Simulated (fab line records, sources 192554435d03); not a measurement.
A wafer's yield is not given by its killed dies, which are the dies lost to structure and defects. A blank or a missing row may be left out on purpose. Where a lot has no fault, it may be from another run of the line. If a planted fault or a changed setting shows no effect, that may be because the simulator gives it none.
Chamber matching / flow n5Finfet / N5_HKMG_FIN_STRIP_93 on rieDiel-01: 4 sister chambers
The step strips SOC in N2/H2, time 20 s. 16 wafers are shown with their chamber, then 8 later ones without.

== WAFERS WITH THEIR CHAMBER ==
wafer=L661.2; chamber=2; drypumpMotorCurrentA (A)=5.3; showerheadPlenumPTorr (Torr)=3.34; oesProductAu (a.u.)=0.74
wafer=L661.5; chamber=2; drypumpMotorCurrentA (A)=5.3; showerheadPlenumPTorr (Torr)=3.34; oesProductAu (a.u.)=0.73
wafer=L661.6; chamber=0; drypumpMotorCurrentA (A)=6.7; showerheadPlenumPTorr (Torr)=3.47; oesProductAu (a.u.)=0.71
wafer=L662.1; chamber=2; drypumpMotorCurrentA (A)=5.3; showerheadPlenumPTorr (Torr)=3.34; oesProductAu (a.u.)=0.74
wafer=L662.4; chamber=1; drypumpMotorCurrentA (A)=6.4; showerheadPlenumPTorr (Torr)=3.41; oesProductAu (a.u.)=0.92
wafer=L662.6; chamber=2; drypumpMotorCurrentA (A)=5.3; showerheadPlenumPTorr (Torr)=3.34; oesProductAu (a.u.)=0.73
wafer=L665.1; chamber=1; drypumpMotorCurrentA (A)=6.4; showerheadPlenumPTorr (Torr)=3.40; oesProductAu (a.u.)=0.91
wafer=L665.2; chamber=0; drypumpMotorCurrentA (A)=6.7; showerheadPlenumPTorr (Torr)=3.47; oesProductAu (a.u.)=0.70
wafer=L665.4; chamber=3; drypumpMotorCurrentA (A)=5.5; showerheadPlenumPTorr (Torr)=3.33; oesProductAu (a.u.)=0.72
wafer=L668.2; chamber=3; drypumpMotorCurrentA (A)=5.5; showerheadPlenumPTorr (Torr)=3.33; oesProductAu (a.u.)=0.72
wafer=L668.4; chamber=1; drypumpMotorCurrentA (A)=6.4; showerheadPlenumPTorr (Torr)=3.40; oesProductAu (a.u.)=0.90
wafer=L668.6; chamber=1; drypumpMotorCurrentA (A)=6.4; showerheadPlenumPTorr (Torr)=3.40; oesProductAu (a.u.)=0.89
wafer=L670.3; chamber=0; drypumpMotorCurrentA (A)=6.7; showerheadPlenumPTorr (Torr)=3.46; oesProductAu (a.u.)=0.69
wafer=L670.4; chamber=1; drypumpMotorCurrentA (A)=6.5; showerheadPlenumPTorr (Torr)=3.40; oesProductAu (a.u.)=0.88
wafer=L670.5; chamber=2; drypumpMotorCurrentA (A)=5.3; showerheadPlenumPTorr (Torr)=3.33; oesProductAu (a.u.)=0.72
wafer=L673.3; chamber=2; drypumpMotorCurrentA (A)=5.3; showerheadPlenumPTorr (Torr)=3.32; oesProductAu (a.u.)=0.72

SIGNATURES (averages over the wafers above)
reading=drypumpMotorCurrentA; chamber 0=6.700; chamber 1=6.420; chamber 2=5.300; chamber 3=5.500; scatter within a chamber=0.0258
reading=showerheadPlenumPTorr; chamber 0=3.4667; chamber 1=3.4020; chamber 2=3.3350; chamber 3=3.3300; scatter within a chamber=0.00643
reading=oesProductAu; chamber 0=0.7000; chamber 1=0.9000; chamber 2=0.7300; chamber 3=0.7200; scatter within a chamber=0.0115
Rule: a wafer's distance from a chamber is the root of the sum, over the readings, of the square of ((its reading less the chamber's mean) divided by the reading's scatter). If the next closest chamber is less than 2 further off than the closest, the wafer can't be placed; otherwise it belongs to the closest. The scatter: take each reading less its chamber's mean, square it, sum over the shown wafers, divide by the number of wafers less the number of chambers, and take the root.

== WAFERS WITHOUT THEIR CHAMBER ==
wafer=L673.4; drypumpMotorCurrentA (A)=5.5; showerheadPlenumPTorr (Torr)=3.33; oesProductAu (a.u.)=0.72
wafer=L673.6; drypumpMotorCurrentA (A)=5.5; showerheadPlenumPTorr (Torr)=3.33; oesProductAu (a.u.)=0.71
wafer=L681.1; drypumpMotorCurrentA (A)=6.8; showerheadPlenumPTorr (Torr)=3.45; oesProductAu (a.u.)=0.95
wafer=L681.3; drypumpMotorCurrentA (A)=5.5; showerheadPlenumPTorr (Torr)=3.32; oesProductAu (a.u.)=0.69
wafer=L681.4; drypumpMotorCurrentA (A)=5.3; showerheadPlenumPTorr (Torr)=3.31; oesProductAu (a.u.)=0.71
wafer=L683.1; drypumpMotorCurrentA (A)=6.7; showerheadPlenumPTorr (Torr)=3.45; oesProductAu (a.u.)=0.95
wafer=L683.2; drypumpMotorCurrentA (A)=5.5; showerheadPlenumPTorr (Torr)=3.31; oesProductAu (a.u.)=0.69
wafer=L683.6; drypumpMotorCurrentA (A)=5.5; showerheadPlenumPTorr (Torr)=3.31; oesProductAu (a.u.)=0.69

== THE CHAMBER EACH PASSED THROUGH ==
wafer=L673.4; from the rows above=3; in truth=3
wafer=L673.6; from the rows above=3; in truth=3
wafer=L681.1; from the rows above=1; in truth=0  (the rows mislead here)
wafer=L681.3; from the rows above=3; in truth=3
wafer=L681.4; from the rows above=2; in truth=2
wafer=L683.1; from the rows above=1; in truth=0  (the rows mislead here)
wafer=L683.2; from the rows above=3; in truth=3
wafer=L683.6; from the rows above=3; in truth=3
6 of 8 placed correctly. Left unplaced by these rows: 0. Placed wrongly: 2.
